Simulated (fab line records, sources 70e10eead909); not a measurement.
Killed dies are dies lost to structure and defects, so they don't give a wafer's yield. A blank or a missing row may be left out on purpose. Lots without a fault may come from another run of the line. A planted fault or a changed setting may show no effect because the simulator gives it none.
fab line records | flow nand_harc
record lots=6 wafers=18 last_day=24
route steps=1159 shown A_STAIRCASE@664 END@1159
lots that met no fault: from a run of the same line without faults
start_h: hours from the record's first day to the start of the lot's first wafer shown | wait_h: hours since the lot's step before | " the same as in the row above | L1.1+2: a row that stands for several wafers | - no value, or no start given | * or withheld: withheld | < > ~ a bound
route shown NAME@n: a module of which the file shows steps, and the number in the route of the first | usual: mean/standard deviation of fault-free wafers | same: alike in all rows | chamber/n: place in a boat | sites: the reading at each site | _std_site: their standard deviation | _edge_site: outer sites' mean less inner sites' | radius_mm: how far each site lies from the wafer's centre | mask NAME#n: copy n | behind: the tool/chamber that last shaped the wafer | hold: why the lot was held/for how many hours/how that ended | device: the transistor (n, p or np) that didn't switch | end of line: the same wafers' tests at the end of the route | a step without rows: its recipe alone | killed: dies lost to structure and defects at the first sort, not the wafer's yield | map: a wafer's dies, x killed, . not, _ none there
set.NAME: the setting as run; set.NAME@STEP: as run at that earlier step | model.NAME: the simulator's own value behind a step, which no gauge read
lots at some steps of the route; a table a step, a row a wafer
services: from which hour (start_h, from the record's first day; less than 0 if before it) a tool's chamber was out of use, for how many hours, and why
## steps
# step NHARC_A_STAIRCASE_DESCUM_291
# recipe time_s=3 o2_flow_sccm=200 ar_flow_sccm=0 bias_power_w=0 chemistry=O2
# usual chamber_pressure_mTorr=60.00/0.053 drypump_motor_current_A=5.8/0.61 oes_product_au=1.002/0.013 rf_vpp_V=57.8/0.94 showerhead_plenum_p_Torr=1.93/0.11 throttle_valve_pct=11.310/0.009
# columns lot.wafer tool chamber start_h wait_h chamber_pressure_mTorr drypump_motor_current_A oes_product_au rf_hours_counter_h rf_vpp_V showerhead_plenum_p_Torr throttle_valve_pct
L642.1 rie_diel-02 0 264.61 - 60.00 4.9 0.993 41 57.7 2.06 11.308
L642.2 " 1 " " 59.94 6.6 1.005 41 57.9 2.00 11.305
L642.5 " 2 " " 59.98 6.8 0.987 - 57.9 1.95 11.311
L645.2 rie_diel-11 2 296.44 - 60.04 6.1 1.011 36 57.8 1.79 11.306
L645.3 " 0 " " 60.01 6.9 0.995 36 58.9 2.06 11.307
L645.5 " 2 " " 59.93 6.1 0.999 - 57.5 1.79 11.299
L649.2 rie_diel-03 2 305.13 - 59.98 5.5 1.011 31 58.6 2.05 11.315
L649.4 " 3 " " 59.96 5.5 1.009 - 56.9 1.79 11.312
L649.5 " 2 " " 60.04 5.5 1.015 - 58.6 2.05 11.319
L652.1 rie_diel-11 3 331.27 - 60.05 5.3 0.981 46 56.3 1.80 11.308
L652.3 " 0 " " 60.07 6.8 0.992 41 57.3 2.06 11.297
L652.2 " 1 " " 59.96 5.5 0.970 49 55.8 1.79 11.322
L653.4 rie_diel-03 2 337.52 - 60.01 5.5 1.010 34 56.8 2.05 11.318
L653.3 " 0 " " 60.02 5.7 1.004 44 59.7 2.04 11.296
L653.6 " 2 " " 59.93 5.5 1.012 - 58.3 2.05 11.314
L660.4 rie_diel-03 2 382.19 - 60.05 5.5 1.008 49 58.6 2.04 11.309
L660.3 " 3 " " 60.07 5.5 1.003 64 57.1 1.78 11.303
L660.6 " 2 " " 59.91 5.5 1.016 - 57.2 2.04 11.321
# step NHARC_A_STAIRCASE_ETCH_292
# recipe cf4_flow_sccm=100 chf3_flow_sccm=30 ar_flow_sccm=0 rf_w=500 bias_w=200 chemistry=CF4/CHF3
# step NHARC_A_STAIRCASE_HM_OPEN_460
# recipe o2_flow_sccm=400 cos_flow_sccm=20 ar_flow_sccm=0 rf_w=500 bias_w=300 chemistry=O2/COS
# step NHARC_A_STAIRCASE_STRIP_461
# recipe o2_flow_sccm=400 cos_flow_sccm=20 ar_flow_sccm=0 bias_w=0 chemistry=O2/COS
# step NHARC_A_STAIRCASE_ETCH_452
# recipe target_depth_a=300 overetch_a=30 time_s=16.5 ion_energy_ev=100 cf4_flow_sccm=80 o2_flow_sccm=20 ar_flow_sccm=0 rf_w=300 bias_w=100 chemistry=CF4/O2
# usual chamber_pressure_mTorr=30.00/0.03 drypump_motor_current_A=5.8/0.63 oes_f_703_au=1.001/0.0045 oes_product_au=1.001/0.013 rf_vpp_V=198.1/1.8 showerhead_plenum_p_Torr=1.35/0.074 throttle_valve_pct=13.397/0.0094
# columns lot.wafer tool chamber start_h wait_h chamber_pressure_mTorr drypump_motor_current_A oes_f_703_au oes_product_au rf_hours_counter_h rf_vpp_V showerhead_plenum_p_Torr throttle_valve_pct
L642.2 rie_diel-02 0 - - 29.96 4.9 0.994 0.985 41 201.5 1.44 13.398
L642.1 " 3 " " 29.98 5.5 1.006 1.022 42 197.5 1.29 13.399
L642.5 " 1 " " 30.00 6.6 1.004 1.004 - 198.8 1.39 13.387
L645.2 rie_diel-11 2 - - 30.00 6.1 1.002 0.998 36 196.2 1.25 13.402
L645.3 " 3 " " 29.98 5.3 1.000 0.973 34 195.9 1.26 13.393
L645.5 " 1 " " 30.03 5.4 0.992 0.987 - 197.0 1.25 13.374
L649.2 rie_diel-03 3 - - 30.04 5.6 0.996 0.994 31 195.9 1.25 13.392
L649.4 " 2 " " 30.05 5.5 1.004 1.002 - 200.8 1.43 13.412
L649.5 " 3 " " 30.06 5.5 1.001 0.991 - 196.7 1.25 13.393
L652.2 rie_diel-11 0 - - 29.99 6.8 0.997 1.000 41 199.2 1.44 13.404
L652.1 " 1 " " 29.98 5.4 0.998 0.976 49 195.2 1.25 13.376
L652.3 " 3 " " 30.00 5.3 1.006 0.982 46 196.2 1.26 13.397
L653.4 rie_diel-03 3 - - 29.95 5.6 1.003 0.993 46 196.7 1.25 13.392
L653.3 " 0 " " 30.05 5.6 1.003 1.014 45 198.4 1.42 13.393
L653.6 " 2 " " 30.02 5.5 1.005 1.030 - 199.1 1.43 13.404
L660.3 rie_diel-03 2 - - 30.02 5.5 0.996 1.011 50 199.9 1.42 13.394
L660.4 " 1 " " 29.99 5.2 1.000 0.989 49 197.2 1.29 13.393
L660.6 " 2 " " 30.02 5.5 0.999 1.016 - 199.3 1.42 13.398
# step NHARC_A_STAIRCASE_ETCH_294
# recipe target_depth_a=49920 time_s=1212.4 ion_energy_ev=800 c4f8_flow_sccm=80 o2_flow_sccm=60 ar_flow_sccm=withheld rf_w=600 bias_w=3000 chemistry=C4F8/O2/Ar
# usual chamber_pressure_mTorr=25.000/0.023 oes_product_au=0.934/0.013 rf_vpp_V=1830/14
# columns lot.wafer tool chamber start_h wait_h chamber_pressure_mTorr oes_product_au rf_hours_counter_h rf_vpp_V
L642.1 rie_diel-02 3 - - 24.984 0.966 42 1818
L642.2 " 0 " " 24.960 0.920 41 1844
L642.5 " 3 " " 25.043 0.966 - 1819
L645.3 rie_diel-11 3 - - 25.014 0.933 35 1815
L645.2 " 0 " " 25.002 0.932 36 1847
L645.5 " 1 " " 24.980 0.924 - 1811
L649.2 rie_diel-03 3 - - 24.994 0.935 31 1811
L649.5 " 2 " " 24.958 0.937 - 1842
L649.4 " 0 " " 25.030 0.941 - 1843
L652.2 rie_diel-11 3 - - 24.967 0.910 46 1812
L652.3 " 0 " " 25.008 0.931 41 1846
L652.1 " 1 " " 24.985 0.917 50 1809
L653.3 rie_diel-03 3 - - 25.002 0.930 46 1810
L653.4 " 0 " " 24.968 0.950 45 1843
L653.6 " 0 " " 24.994 0.935 - 1842
L660.3 rie_diel-03 0 - - 24.976 0.933 62 1842
L660.4 " 1 " " 24.941 0.928 50 1820
L660.6 " 0 " " 24.984 0.924 - 1842
# step NHARC_A_STAIRCASE_STRIP_295
# recipe o2_flow_sccm=500 ar_flow_sccm=0 bias_w=0 chemistry=O2
# usual chamber_pressure_mTorr=60.01/0.058 drypump_motor_current_A=5.8/0.64 oes_product_au=1.000/0.013 rf_vpp_V=57.9/0.98 showerhead_plenum_p_Torr=3.57/0.19 throttle_valve_pct=17.036/0.009
# columns lot.wafer tool chamber start_h wait_h chamber_pressure_mTorr drypump_motor_current_A oes_product_au rf_hours_counter_h rf_vpp_V showerhead_plenum_p_Torr throttle_valve_pct
L642.2 rie_diel-02 1 - - 59.98 6.6 1.006 41 57.1 3.67 17.029
L642.1 " 3 " " 59.89 5.5 1.023 43 58.4 3.42 17.038
L642.5 " 0 " " 60.05 4.9 0.985 - 58.1 3.78 17.023
L645.3 rie_diel-11 3 - - 59.99 5.3 0.978 35 56.6 3.35 17.028
L645.2 " 0 " " 59.95 6.8 0.991 36 58.4 3.79 17.033
L645.5 " 2 " " 60.03 6.1 1.002 - 56.7 3.31 17.038
L649.2 rie_diel-03 2 - - 59.99 5.5 1.004 32 58.2 3.76 17.052
L649.5 " 0 " " 60.06 5.7 1.024 - 57.5 3.75 17.051
L649.4 " 3 " " 59.89 5.6 0.987 - 55.5 3.31 17.019
L652.3 rie_diel-11 1 - - 60.03 5.5 0.984 50 57.5 3.31 17.035
L652.2 " 3 " " 60.03 5.3 0.986 47 56.9 3.34 17.042
L652.1 " 0 " " 59.97 6.9 1.001 42 59.3 3.78 17.042
L653.4 rie_diel-03 3 - - 60.01 5.6 0.995 47 56.8 3.30 17.033
L653.3 " 2 " " 60.02 5.5 1.011 35 59.1 3.75 17.042
L653.6 " 0 " " 60.02 5.7 1.012 - 58.3 3.75 17.044
L660.4 rie_diel-03 2 - - 59.91 5.5 1.007 50 59.2 3.75 17.046
L660.3 " 3 " " 60.03 5.6 0.998 65 58.0 3.29 17.045
L660.6 " 1 " " 59.98 5.2 0.993 - 57.9 3.42 17.017
# step NHARC_A_STAIRCASE_STRIP_296
# recipe time_s=900 temp_c=130 chemistry=SPM
# step NHARC_A_STAIRCASE_PRECLEAN_297
# recipe time_s=* temp_c=50 bath_age_min=0 chemistry=SC1
# step NHARC_A_STAIRCASE_SRD_298
# step NHARC_A_STAIRCASE_HM_DEP_462
# recipe target_thk_a=8000 temp_c=400 material=aC
# usual throttle_valve_pct=35.000/0.0089
# columns lot.wafer tool chamber start_h wait_h throttle_valve_pct
L642.1 acl_dep-03 0 266.84 0.1 34.997
L642.2 " 0 " " 34.991
L642.5 " 0 " " 34.994
L645.2 acl_dep-03 0 301.96 3.2 34.993
L645.3 " 0 " " 35.016
L645.5 " 0 " " 35.004
L649.2 acl_dep-03 0 315.09 7.5 35.002
L649.4 " 0 " " 34.992
L649.5 " 0 " " 34.994
L652.1 acl_dep-03 0 334.27 0.1 35.001
L652.2 " 0 " " 34.992
L652.3 " 0 " " 35.009
L653.3 acl_dep-02 0 340.56 0.7 35.011
L653.4 " 0 " " 35.012
L653.6 " 0 " " 35.011
L660.3 acl_dep-02 0 385.64 1.0 34.992
L660.4 " 0 " " 35.004
L660.6 " 0 " " 35.005
# step NHARC_A_STAIRCASE_DEP_301
# recipe target_thk_a=300 target_thk_nm=30 temp_c=400 pressure_torr=3.5 flow_sccm=200 rf_w=350 material=SiON
# usual heater_power_w=708/69 rf_fwd_power_W=348.4/1.3 showerhead_vpp_V=1129/40
# columns lot.wafer tool chamber start_h wait_h heater_power_w rf_fwd_power_W showerhead_vpp_V
L642.1 pecvd-04 1 268.90 1.8 646 346.7 1122
L642.2 " 2 " " 696 349.3 1123
L642.5 " 2 " " 715 349.0 1120
L645.3 pecvd-04 1 303.51 0.9 728 348.0 1115
L645.2 " 0 " " 666 208.8 872
L645.5 " 2 " " 641 347.8 1128
L649.2 pecvd-04 2 316.68 1.3 748 349.1 1126
L649.4 " 2 " " 743 350.6 1138
L649.5 " 0 " " 664 208.0 865
L652.3 pecvd-03 1 336.55 1.4 783 349.7 1098
L652.1 " 2 " " 695 349.3 1182
L652.2 " 0 " " 751 348.1 1075
L653.3 pecvd-03 0 341.83 1.0 620 345.5 1068
L653.6 " 1 " " 749 349.1 1109
L653.4 " 0 " " 631 346.2 1106
L660.3 pecvd-03 2 387.20 1.3 721 350.0 1190
L660.4 " 1 " " 682 348.8 1090
L660.6 " 2 " " 710 348.3 1165
# step NHARC_A_STAIRCASE_DEHYDRATE_302
# recipe temp_c=150 time_s=120
# step NHARC_END_SORT_01
# recipe temp_c=25
# usual killed_at_array=26/8.4 killed_at_other=0.7/0.97 killed_at_periphery=3.2/2.2 killed_dies=30/8.5 killed_open=3.4/2 killed_short=2/1.3
# same gross_dies=677
# columns lot.wafer tool chamber start_h wait_h killed_at_array killed_at_other killed_at_periphery killed_dies killed_open killed_short
L645.2 prober-02 0 483.15 2.7 23 1 4 28 1 3
L645.3 prober-02 0 483.94 3.1 28 4 1 33 6 1
L645.5 prober-02 0 485.53 3.7 16 3 3 22 1 2
# killed by level:class
L645.2 A_CHANNEL_HOLE_D1:chamber_film_flake=16 P_STI:chamber_film_flake=3 A_STAIRCASE:chamber_film_flake=2 P_GATE:geometric_particle:short=1 A_SOURCE_PLATE:geometric_particle:short=1 A_ONON_D1:geometric_particle:short=1 A_CONTACT:geometric_particle:open=1 A_ZERO_WELL:chamber_film_flake=1
L645.3 A_CHANNEL_HOLE_D1:chamber_film_flake=14 THIN_TSV:chamber_film_flake=4 A_CONTACT:chamber_film_flake=3 A_ONON_D1:geometric_particle:open=2 A_CONTACT:geometric_particle:open=2 A_M0:geometric_particle:open=2 A_STAIRCASE:chamber_film_flake=2 A_CHANNEL_HOLE_D1:geometric_particle:short=1
L645.5 A_CHANNEL_HOLE_D1:chamber_film_flake=11 P_STI:chamber_film_flake=2 A_M0:chamber_film_flake=2 THIN_TSV:chamber_film_flake=2 P_GATE:geometric_particle:short=1 A_BLC:geometric_particle:open=1 A_BLC:geometric_particle:short=1 A_CONTACT:chamber_film_flake=1
## services
# columns tool chamber start_h hours kind
rie_diel-03 0 249.55 - clean
rie_diel-03 1 249.55 - clean
rie_diel-03 2 249.55 - clean
rie_diel-03 3 249.55 - clean
rie_diel-03 0 274.07 - clean
rie_diel-03 1 274.07 - clean
rie_diel-03 2 274.07 - clean
rie_diel-03 3 274.07 - clean
pecvd-03 - 292.35 13.0 pm
rie_diel-03 0 298.57 - clean
rie_diel-03 1 298.57 - clean
rie_diel-03 2 298.57 - clean
rie_diel-03 3 298.57 - clean
rie_diel-11 0 306.26 16.5 repair
rie_diel-11 1 308.35 5.1 repair
rie_diel-03 2 312.97 20.5 repair
rie_diel-03 0 323.12 - clean
rie_diel-03 1 323.12 - clean
rie_diel-02 - 327.80 9.0 pm
pecvd-03 - 334.11 1.5 repair
pecvd-04 0 338.98 8.1 repair
acl_dep-02 - 348.96 13.0 pm
rie_diel-11 - 368.22 9.0 pm
pecvd-04 - 376.19 13.0 pm
## key
first_sign step=NHARC_A_STAIRCASE_DEP_301 reading=rf_fwd_power_W direction=down sigmas=99+ usual=* struck=*
effect step=NHARC_A_STAIRCASE_DEP_301 reading=showerhead_vpp_V direction=down sigmas=6.5 usual=1129 struck=869
met_at NHARC_A_STAIRCASE_DEP_301
struck_wafers L645.2,L649.5
tester_left_out L645,L649
fault kind=process_parameter_drift tool=pecvd-04 chamber=0 onset_h=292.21 steps=NHARC_A_STAIRCASE_DEP_301 channel=rf_w offset=* shape=step end_h=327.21 acts_in=* stated=*
# tester_left_out: of these lots the tester's yield and bins aren't shown, on N5 and GAA mostly nor the transistor test; their killed dies are dies lost to structure and defects alone, not to doping, threshold or leakage, so they don't give the yield
